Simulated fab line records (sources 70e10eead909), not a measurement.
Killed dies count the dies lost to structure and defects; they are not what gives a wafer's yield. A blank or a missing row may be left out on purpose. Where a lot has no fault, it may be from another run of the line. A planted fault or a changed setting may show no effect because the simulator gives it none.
Which tool is to blame?	flow nand harc	Sampling: 11 lots, 33 wafers, 6 of 1159 route steps

== WHAT THE GAUGES SHOWED, per wafer ==
NHARC_P_START_INSPECT_01. Usual: raw defect count at 3.4, with a standard deviation of 1.8.
lot	measured	on	raw defect count	flag
L492	day 2 12:02	defect inspect-02	5 3 1	
L493	day 2 18:02	defect inspect-02	4 7 2	
L495	day 3 06:02	defect inspect-01	2 1 2	
L496	day 3 12:02	defect inspect-01	4 4 2	
L500	day 4 12:02	defect inspect-02	3 2 2	
L502	day 5 00:02	defect inspect-01	3 4 1	
L504	day 5 12:02	defect inspect-02	2 4 1	
L505	day 5 18:02	defect inspect-01	3 3 4	
L506	day 6 00:02	defect inspect-02	4 2 1	
L508	day 6 12:02	defect inspect-01	3 3 2	
L511	day 7 06:02	defect inspect-01	6 6 6	

NHARC_P_ZERO_WELL_CD_MEAS_24 targets a cd of 720 nm. Usual: cd nm at 720.1 nm, with a standard deviation of 1.6.
lot	measured	on	cd nm (nm)	flag
L492	day 2 14:36	cd sem-03	720.9 722.0 721.3	
L493	day 2 20:31	cd sem-03	723.6 723.4 722.9	
L495	day 3 08:32	cd sem-01	718.5 718.3 718.9	
L496	day 3 14:28	cd sem-03	720.0 722.0 721.2	
L500	day 4 14:28	cd sem-02	719.9 717.4 719.6	
L502	day 5 02:35	cd sem-02	719.7 719.5 719.6	
L504	day 5 14:32	cd sem-02	719.4 721.4 721.9	
L505	day 5 20:28	cd sem-02	721.8 720.7 721.1	
L506	day 6 02:40	cd sem-03	816.4 817.7 768.3 817.1 817.8 768.1	OFF
L508	day 6 14:36	cd sem-01	740.6 755.2 748.6 740.9 754.9 748.4	OFF
L511	day 7 08:35	cd sem-03	722.0 720.9 719.1	

NHARC_END_SORT_01. Usual: killed at array 28, standard deviation 8.9; killed at other 0.8, standard deviation 1.2; killed at periphery 3.3, standard deviation 2.3; killed dies 32, standard deviation 9.4; killed open 3.2, standard deviation 1.8; killed short 1.9, standard deviation 1.4.
lot	measured	on	killed at array	killed at other	killed at periphery	killed dies	killed open	killed short	flag
L492	day 20 11:47	prober-02	19 26 20	0 1 0	4 7 8	23 34 28	2 1 4	2 1 2	
L493	day 20 21:05	prober-01	20 16 20	0 1 0	1 2 2	21 19 22	1 1 2	1 2 2	
L495	day 21 14:46	prober-02	23 28 17	0 0 0	4 7 3	27 35 20	2 5 5	5 2 0	
L496	day 22 07:14	prober-02	28 33 37	0 0 0	7 4 4	35 37 41	5 6 3	3 1 4	
L500	day 23 02:58	prober-02	32 38 42	6 5 4	1 6 8	39 49 54	3 2 3	3 2 1	OFF
L502	day 22 13:32	prober-01	35 24 33	0 2 1	1 4 2	36 30 36	4 5 4	3 2 5	
L504	day 23 05:02	prober-01	35 32 26	4 3 5	9 8 7	48 43 38	5 3 1	0 2 3	
L505	day 24 04:44	prober-02	28 35 32	0 0 0	10 2 4	38 37 36	1 5 3	2 0 0	
L506	day 24 07:40	prober-01	37 32 43	1 0 1	89 60 3	127 92 47	4 2 3	4 1 5	OFF
L508	day 25 05:34	prober-02	35 43 34	0 0 0	2 2 2	37 45 36	1 6 2	3 2 0	
L511	day 24 15:29	prober-01	26 30 29	0 0 0	3 2 2	29 32 31	5 4 1	0 1 5	

== EACH LOT AND THE TOOL THAT RAN IT (in order: tool; ch and the chambers of the sampled wafers; start) ==
lot	NHARC_P_ZERO_WELL_EXPOSE_21	NHARC_P_ZERO_WELL_DESCUM_26	NHARC_P_ZERO_WELL_DESCUM_54
L492	krf scanner-03 ch 0, day 2 14:26	rie diel-13 ch 1,2, day 2 14:46	rie diel-13 ch 0,2,3, day 2 17:58
L493	krf scanner-02 ch 0, day 2 20:20	rie diel-13 ch 0,2, day 2 20:41	rie diel-13 ch 0,1,3, day 2 23:46
L495	krf scanner-04 ch 0, day 3 08:23	rie diel-13 ch 1,2,3, day 3 08:42	rie diel-08 ch 1,2,3, day 3 11:59
L496	krf scanner-04 ch 0, day 3 14:19	rie diel-08 ch 0,2,3, day 3 14:38	rie diel-13 ch 0,3, day 3 17:50
L500	krf scanner-03 ch 0, day 4 14:19	rie diel-08 ch 1,2, day 4 14:38	rie diel-08 ch 0,1,3, day 4 17:50
L502	krf scanner-04 ch 0, day 5 02:26	rie diel-13 ch 0,2, day 5 02:45	rie diel-08 ch 0,1,3, day 5 05:52
L504	krf scanner-04 ch 0, day 5 14:23	rie diel-13 ch 1,2, day 5 14:44	rie diel-11 ch 1,3, day 5 17:55
L505	krf scanner-03 ch 0, day 5 20:18	rie diel-13 ch 0,1,2, day 5 20:37	rie diel-13 ch 1,2,3, day 5 23:50
L506	krf scanner-04 ch 0, day 6 02:30	rie diel-13 ch 0,2,3, day 6 07:24	rie diel-11 ch 0,1,2, day 6 18:24
L508	krf scanner-04 ch 0, day 6 14:27	rie diel-11 ch 1,2,3, day 6 16:02	rie diel-11 ch 0,1, day 6 19:13
L511	krf scanner-02 ch 0, day 7 08:25	rie diel-08 ch 0,1,3, day 7 08:46	rie diel-08 ch 1,2,3, day 7 11:58
- NHARC_P_ZERO_WELL_EXPOSE_21: exposes mask P NWELL, target cd 720 nm.
- NHARC_P_ZERO_WELL_DESCUM_26: chemistry O2, time 3 s.
- NHARC_P_ZERO_WELL_DESCUM_54: chemistry O2, time 3 s.

== WHAT THE TOOLS THEMSELVES READ (means of the sampled wafers that have a number; where no wafer has one, the mark that the record gives instead) ==
NHARC_P_ZERO_WELL_EXPOSE_21. Usual: reticle temp C at 23.01 C, with a standard deviation of 0.096.
lot	tool	reticle temp C (C)	flag
L492	krf scanner-03	22.93	
L493	krf scanner-02	23.01	
L495	krf scanner-04	23.03	
L496	krf scanner-04	23.02	
L500	krf scanner-03	23.05	
L502	krf scanner-04	23.01	
L504	krf scanner-04	22.89	
L505	krf scanner-03	23.08	
L506	krf scanner-04	23.13	
L508	krf scanner-04	23.05	
L511	krf scanner-02	23.00	

NHARC_P_ZERO_WELL_DESCUM_26. Usual: drypump motor current A 6.0 A, standard deviation 0.34; oes product au 1.003 a.u., standard deviation 0.0071; rf vpp V 57.8 V, standard deviation 0.94; showerhead plenum p Torr 1.91 Torr, standard deviation 0.099; throttle valve pct 11.311 %, standard deviation 0.0091.
lot	tool	drypump motor current A (A)	oes product au (a.u.)	rf vpp V (V)	showerhead plenum p Torr (Torr)	throttle valve pct (%)	flag
L492	rie diel-13	5.9	1.004	58.8	1.90	11.313	
L493	rie diel-13	6.2	1.006	57.5	1.86	11.310	
L495	rie diel-13	6.1	0.998	58.0	1.93	11.297	
L496	rie diel-08	5.8	1.000	57.6	1.90	11.303	
L500	rie diel-08	5.8	1.012	57.8	1.89	11.313	
L502	rie diel-13	6.2	1.012	58.1	1.94	11.306	
L504	rie diel-13	5.8	0.996	57.7	1.90	11.311	
L505	rie diel-13	6.0	1.007	58.0	1.88	11.321	
L506	rie diel-13	6.3	1.004	57.4	1.91	11.310	
L508	rie diel-11	5.9	1.000	58.5	1.94	11.324	
L511	rie diel-08	6.1	1.004	57.6	1.98	11.324	

NHARC_P_ZERO_WELL_DESCUM_54. Usual: drypump motor current A 6.0 A, standard deviation 0.35; oes product au 1.002 a.u., standard deviation 0.008; rf vpp V 57.8 V, standard deviation 0.99; showerhead plenum p Torr 1.92 Torr, standard deviation 0.098; throttle valve pct 11.311 %, standard deviation 0.0094.
lot	tool	drypump motor current A (A)	oes product au (a.u.)	rf vpp V (V)	showerhead plenum p Torr (Torr)	throttle valve pct (%)	flag
L492	rie diel-13	6.4	1.007	57.9	1.91	11.322	
L493	rie diel-13	6.1	1.007	57.3	1.86	11.312	
L495	rie diel-08	6.0	1.003	57.5	1.98	11.312	
L496	rie diel-13	6.4	1.010	56.8	1.88	11.311	
L500	rie diel-08	6.1	1.006	58.7	1.98	11.315	
L502	rie diel-08	6.1	1.002	58.0	1.98	11.305	
L504	rie diel-11	6.1	0.998	58.0	1.97	11.309	
L505	rie diel-13	6.2	0.994	58.7	1.93	11.309	
L506	rie diel-11	5.7	0.995	57.4	1.91	11.308	
L508	rie diel-11	5.6	1.000	58.1	1.97	11.299	
L511	rie diel-08	6.0	1.002	58.2	1.98	11.303	

== THE ANSWER, worked out from the rows above alone ==
Rule: take the mean of a lot's wafers that have a number; if it is more than 3 standard deviations from the usual mean, the lot is off. Also off: a lot with no number at a reading for which 4 or more lots have one. Where the step has rows for the other lots, those lots are counted as sound. First the gauges in route order, then the tools' own readings, where a lot's mean is used as printed above. The first step at which some lot is off is used, and at that step the reading that is off furthest; a lot without a number counts as furthest.
Off at NHARC_P_ZERO_WELL_CD_MEAS_24 (cd nm): L506, L508.
A tool fits if, at a process step before that reading, it ran every lot that is off, and no sound lot after the first of them. The gauges at NHARC_P_ZERO_WELL_CD_MEAS_24 are tried like those tools. One fits: NHARC_P_ZERO_WELL_EXPOSE_21 on krf scanner-04. Its last sound lot is L504 (day 5 14:23), its first lot that is off L506 (day 6 02:30): a fault that began between those two fits.

== WHAT THE SIMULATOR HAD INSERTED ==
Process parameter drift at NHARC_P_ZERO_WELL_EXPOSE_21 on krf scanner-04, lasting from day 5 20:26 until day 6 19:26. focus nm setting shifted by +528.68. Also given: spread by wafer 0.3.
Shown lots that were struck: L506, L508. The rule above reached the same finding.
